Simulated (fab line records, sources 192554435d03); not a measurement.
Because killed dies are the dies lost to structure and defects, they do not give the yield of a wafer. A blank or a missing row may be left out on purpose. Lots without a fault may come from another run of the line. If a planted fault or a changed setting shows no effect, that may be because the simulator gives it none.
Which tool was responsible?	flow n5_finfet	27 wafers from 10 lots sampled at 7 of the route's 1938 steps

## WHAT THE GAUGES SHOWED, per wafer
N5_SD_EPI_N_OVL_MEAS_10. Usual: SD_N_BLK_OVL gives 0.0 nm (standard deviation 0.7).
lot	measured	on	SD_N_BLK_OVL (nm)	flag
L796	day 3 13:12	overlay-01	-0.1 0.3 0.5	
L799	day 4 09:10	overlay-01	-1.1 -1.9 -1.2	
L800	day 4 12:59	overlay-01	0.3 0.5	
L802	day 5 04:26	overlay-02	-1.1 -0.3 -0.5	
L808	day 6 15:47	overlay-01	1.5 0.5 0.2	
L810	day 7 03:37	overlay-01	0.4 0.0	
L812	day 7 12:34	overlay-01	-1.0 -0.1	
L813	day 7 20:19	overlay-01	-0.6 -0.3 0.2	
L814	day 7 23:13	overlay-01	0.0 0.0 -0.4	
L816	day 8 10:50	overlay-02	0.5 1.4 0.2	

N5_SD_EPI_N_EPI_MEAS_23. Usual: 59.1 nm for thk_nm, sd 1.1.
lot	measured	on	thk_nm (nm)	flag
L796	day 3 17:23	film_metro-02	59.4 59.1 57.8	
L799	day 4 12:38	film_metro-02	58.5 59.8 59.4	
L800	day 4 17:10	film_metro-02	60.5 59.2	
L802	day 5 07:53	film_metro-01	59.6 61.0 59.3	
L808	day 6 19:14	film_metro-02	58.4 58.5 37.8	OFF
L810	day 7 07:03	film_metro-01	60.4 37.3	OFF
L812	day 7 16:00	film_metro-01	56.7 38.8	OFF
L813	day 8 00:34	film_metro-02	57.1 60.2 58.5	
L814	day 8 02:44	film_metro-02	59.3 58.7 58.8	
L816	day 8 14:30	film_metro-01	59.6 59.7 59.5	

N5_SD_ACTIVATION_RS_MEAS_03: uses a four-point probe to measure. Usual: RS_SD_N 21.90 ohm/sq, standard deviation 0.28; RS_SD_P 55.8 ohm/sq, standard deviation 0.75.
lot	measured	on	RS_SD_N (ohm/sq)	RS_SD_P (ohm/sq)	flag
L796	day 3 23:31	film_metro-01	21.86 22.03 22.40	55.5 55.4 56.1	
L799	day 4 17:56	film_metro-02	21.53 22.13 22.26	54.4 54.6 54.3	
L800	day 4 22:51	film_metro-02	21.79 21.76	57.1 55.7	
L802	day 5 13:55	film_metro-02	21.63 21.42 21.94	56.9 57.3 57.2	
L808	day 7 00:54	film_metro-01	22.01 22.00 32.78	55.4 54.0 54.8	OFF
L810	day 7 12:19	film_metro-01	21.98 33.43	57.0 55.8	OFF
L812	day 7 21:14	film_metro-01	22.19 33.36	55.3 55.9	OFF
L813	day 8 06:46	film_metro-01	21.63 21.56 22.00	55.6 56.3 55.5	
L814	day 8 07:55	film_metro-02	22.05 21.75 22.03	54.1 55.0 54.3	
L816	day 8 20:28	film_metro-01	21.73 21.99 21.58	56.2 55.7 55.8	

N5_BEOL_M4_RC_MEAS_101. Usual: DIBL_N 36.0 mV/V, standard deviation 1.6; DIBL_P 35.8 mV/V, standard deviation 2; IOFF_N 0.152 nA/um, standard deviation 0.03; IOFF_P 0.20 nA/um, standard deviation 0.031; ION_N 670 uA/um, standard deviation 12; ION_P 459 uA/um, standard deviation 7.4; REXT_N 75.1 ohm.um, standard deviation 1.6; RS_SD_N 28.4 ohm/sq, standard deviation 0.36; SS_N 71.5 mV/dec, standard deviation 0.56; SS_P 73.2 mV/dec, standard deviation 0.64; VT_N 251 mV, standard deviation 3.5; VT_P -252 mV, standard deviation 3.3.
lot	measured	on	DIBL_N (mV/V)	DIBL_P (mV/V)	IOFF_N (nA/um)	IOFF_P (nA/um)	ION_N (uA/um)	ION_P (uA/um)	REXT_N (ohm.um)	RS_SD_N (ohm/sq)	SS_N (mV/dec)	SS_P (mV/dec)	VT_N (mV)	VT_P (mV)	flag
L796	day 9 13:56	prober-02	37.0 35.3 35.9	37.4 34.5 34.9	0.162 0.136 0.135	0.21 0.17 0.18	683 675 659	468 464 451	75.5 74.2 76.0	28.4 28.6 28.6	70.9 71.0 70.8	74.1 72.6 73.1	248 249 252	-250 -253 -255	
L799	day 10 22:27	prober-01	33.6 36.9 34.7	34.2 38.5 35.2	0.113 0.172 0.136	0.19 0.26 0.21	644 676 673	456 473 473	75.2 76.2 73.8	28.4 28.4 28.2	71.4 71.7 71.2	72.4 73.6 72.9	255 248 253	-247 -245 -248	
L800	day 10 23:28	prober-02	36.8 34.7	37.0 35.1	0.170 0.134	0.20 0.18	665 667	449 457	74.9 75.0	28.3 28.3	71.2 71.4	73.4 73.4	247 253	-253 -252	
L802	day 11 05:56	prober-01	34.2 35.1 36.6	33.1 34.1 36.1	0.111 0.124 0.150	0.15 0.15 0.18	654 647 663	447 441 451	73.7 73.3 73.8	28.1 27.5 28.1	71.0 71.6 72.1	71.8 72.7 73.1	257 255 251	-257 -255 -256	
L808	day 12 21:17	prober-01	34.8 37.0 38.3	36.5 39.1 39.4	0.157 0.203 0.210	0.21 0.26 0.26	672 695 666	461 470 466	74.9 75.5 86.6	28.7 28.2 42.7	71.3 71.8 72.0	72.7 73.6 73.6	249 245 246	-250 -246 -248	OFF
L810	day 13 13:57	prober-01	37.7 36.4	38.1 36.1	0.196 0.145	0.22 0.20	686 656	459 466	76.4 89.6	28.6 43.5	71.2 71.3	73.9 72.8	244 251	-251 -250	OFF
L812	day 13 06:11	prober-02	35.6 37.0	35.8 35.7	0.151 0.141	0.20 0.20	687 653	469 459	77.7 90.2	28.7 43.3	71.3 71.3	73.7 72.6	250 252	-250 -249	OFF
L813	day 14 05:24	prober-02	35.8 33.6 34.9	34.9 31.3 33.4	0.155 0.109 0.135	0.19 0.14 0.17	680 653 674	462 449 463	73.5 73.6 74.3	28.0 27.9 28.3	71.8 71.5 71.9	72.8 73.0 72.8	249 257 250	-252 -256 -253	
L814	day 14 16:58	prober-02	35.5 36.1 35.4	33.7 34.1 33.8	0.136 0.144 0.135	0.21 0.21 0.20	674 661 664	473 459 459	75.2 74.5 74.8	28.5 29.0 28.3	70.9 71.4 71.3	72.8 73.5 73.4	254 251 251	-250 -246 -247	
L816	day 15 06:46	prober-01	35.3 35.7 37.0	36.1 36.1 37.1	0.156 0.171 0.177	0.23 0.22 0.23	681 677 676	467 468 465	73.2 74.1 72.6	28.3 28.3 27.9	71.0 71.2 71.9	73.7 74.0 74.4	248 249 251	-249 -250 -250	

## WHAT TOOL EACH LOT RAN ON (gives the tool, then ch and the chambers of the sampled wafers, and finally the start)
lot	N5_SPACER0_ALD_07	N5_SD_EPI_N_SD_RECESS_17	N5_SD_EPI_N_EPI_21
L796	ald_sin-03 ch 1,2,3, day 3 12:13	rie_si-02 ch 0,1,2, day 3 13:57	epi_rpcvd-01 ch 0, day 3 15:07
L799	ald_sin-04 ch 0,2,3, day 4 08:10	rie_si-04 ch 0,1, day 4 09:55	epi_rpcvd-01 ch 0, day 4 10:54
L800	ald_sin-04 ch 0,3, day 4 12:03	rie_si-01 ch 1,2, day 4 13:46	epi_rpcvd-04 ch 0, day 4 16:23
L802	ald_sin-04 ch 0,2, day 5 03:33	rie_si-02 ch 0,2,3, day 5 05:11	epi_rpcvd-04 ch 0, day 5 06:10
L808	ald_sin-04 ch 0,3, day 6 14:47	rie_si-02 ch 2,3, day 6 16:32	epi_rpcvd-04 ch 0, day 6 18:05
L810	ald_sin-01 ch 0, day 7 02:44	rie_si-04 ch 1,3, day 7 04:21	epi_rpcvd-04 ch 0, day 7 05:20
L812	ald_sin-04 ch 1,3, day 7 11:34	rie_si-02 ch 0,1, day 7 13:18	epi_rpcvd-04 ch 0, day 7 14:34
L813	ald_sin-04 ch 0,3, day 7 19:19	rie_si-01 ch 0,1, day 7 21:07	epi_rpcvd-02 ch 0, day 7 22:17
L814	ald_sin-01 ch 0,1,3, day 7 22:13	rie_si-02 ch 0,3, day 8 00:01	epi_rpcvd-01 ch 0, day 8 01:00
L816	ald_sin-04 ch 0,2,3, day 8 09:50	rie_si-02 ch 0,1,3, day 8 11:47	epi_rpcvd-01 ch 0, day 8 12:47
- N5_SPACER0_ALD_07: deposits SiNx, target thk 2 nm.
- N5_SD_EPI_N_SD_RECESS_17: chemistry HBr/Cl2/O2, target depth 41 nm, time 23.7 s, bt time 3 s.
- N5_SD_EPI_N_EPI_21: deposits Si:P, time 690 s.

## AS READ BY THE TOOLS THEMSELVES (means over the sampled wafers that have a number; for cases with no such wafer, the mark the record gives instead)
N5_SPACER0_ALD_07. Usual: 842 W for heater_power_w, sd 55.
lot	tool	heater_power_w (W)	flag
L796	ald_sin-03	848	
L799	ald_sin-04	880	
L800	ald_sin-04	894	
L802	ald_sin-04	891	
L808	ald_sin-04	887	
L810	ald_sin-01	822	
L812	ald_sin-04	786	
L813	ald_sin-04	883	
L814	ald_sin-01	823	
L816	ald_sin-04	862	

N5_SD_EPI_N_SD_RECESS_17. Usual: drypump_motor_current_A 5.6 A, standard deviation 0.44; oes_product_au 0.997 a.u., standard deviation 0.019; throttle_valve_pct 37.03 %, standard deviation 0.29.
lot	tool	drypump_motor_current_A (A)	oes_product_au (a.u.)	throttle_valve_pct (%)	flag
L796	rie_si-02	5.8	0.994	36.90	
L799	rie_si-04	5.6	0.987	37.01	
L800	rie_si-01	5.3	0.996	37.26	
L802	rie_si-02	5.7	0.976	36.96	
L808	rie_si-02	5.5	0.974	37.22	
L810	rie_si-04	5.1	1.008	36.92	
L812	rie_si-02	6.0	0.997	36.70	
L813	rie_si-01	5.8	0.995	37.19	
L814	rie_si-02	5.9	0.976	36.71	
L816	rie_si-02	5.8	0.998	36.79	

## THE ANSWER, worked out from the rows above alone
Rule: take the mean of a lot's wafers that have a number; if it is more than 3 standard deviations from the usual mean, the lot is off. A lot without any number at a reading at which 4 lots or more have one is off too. All remaining lots with rows at the step are treated as sound. Order of review: gauges by route order, followed by the tools' own readings, for which a lot's mean as printed above is used. At the first step where some lot is off, the reading lying furthest off is the one used; lots without a number count as furthest.
Off, at N5_SD_EPI_N_EPI_MEAS_23 on thk_nm: L808, L810, L812.
If a tool, at a process step before that reading, ran all the lots that are off and no sound lot after the first of them, it fits. The gauges at N5_SD_EPI_N_EPI_MEAS_23 aren't tried: what is off there is off at N5_BEOL_M4_RC_MEAS_101 too, on other tools, and a gauge's error can't cause that. One fits: epi_rpcvd-04 at N5_SD_EPI_N_EPI_21. Its last sound lot is L802 (day 5 06:10), its first lot that is off L808 (day 6 18:05): a fault that began between those two fits.

## WHAT WAS PUT IN BY THE SIMULATOR
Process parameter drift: epi_rpcvd-04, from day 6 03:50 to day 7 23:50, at N5_SD_EPI_N_EPI_21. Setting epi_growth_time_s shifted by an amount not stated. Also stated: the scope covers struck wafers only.
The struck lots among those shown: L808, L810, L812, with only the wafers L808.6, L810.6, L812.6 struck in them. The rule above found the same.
